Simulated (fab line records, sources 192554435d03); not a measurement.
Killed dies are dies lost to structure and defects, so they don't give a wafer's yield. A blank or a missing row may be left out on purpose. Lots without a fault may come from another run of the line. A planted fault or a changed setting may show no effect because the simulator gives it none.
Chamber matching | flow n5_finfet | N5_BEOL_M2_ILD_DEP_00 on pecvd-04: 3 sister chambers
The step deposits SiOC from DEMS/O2, target thk 79 nm, time 15.3 s. 6 wafers are shown with their chamber, then 10 later ones without.

WAFERS WITH THEIR CHAMBER
wafer  | chamber | throttle_valve_pct (%) | heater_power_w (W)
L077.5 | 2       | 11.3                   | 480
L081.4 | 2       | 11.1                   | 514
L081.6 | 0       | 12.2                   | 487
L082.5 | 0       | 12.3                   | 441
L088.4 | 1       | 13.4                   | 455
L088.5 | 1       | 13.5                   | 441

WAFERS WITHOUT THEIR CHAMBER
wafer  | throttle_valve_pct (%) | heater_power_w (W)
L088.6 | 11.3                   | 514
L093.1 | 11.1                   | 514
L093.3 | 12.1                   | 473
L093.4 | 13.6                   | 448
L096.2 | 12.4                   | 436
L096.3 | 11.1                   | 512
L096.4 | 11.1                   | 521
L097.2 | 12.3                   | 480
L097.4 | 13.7                   | 441
L097.5 | 11.2                   | 518

WHICH CHAMBER EACH WENT THROUGH
wafer  | from the rows above | in truth
L088.6 | 2                   | 2
L093.1 | 2                   | 2
L093.3 | 0                   | 0
L093.4 | 1                   | 1
L096.2 | 0                   | 0
L096.3 | 2                   | 2
L096.4 | 2                   | 2
L097.2 | 0                   | 0
L097.4 | 1                   | 1
L097.5 | 2                   | 2
Placed correctly: 10 of 10. Can't be placed from these rows: 0. Placed wrongly: 0.
How it was worked out, from the rows above alone: a wafer's distance from a chamber is the root of the sum, over the readings, of the square of ((its reading less the chamber's mean) divided by the reading's scatter). The wafer belongs to the nearest chamber; if the next one is less than 2 further off, it can't be placed. A chamber's mean is the mean of its shown wafers. The scatter: the root of (the sum of the squares of (reading less its chamber's mean) over the shown wafers, divided by (wafers less chambers)).
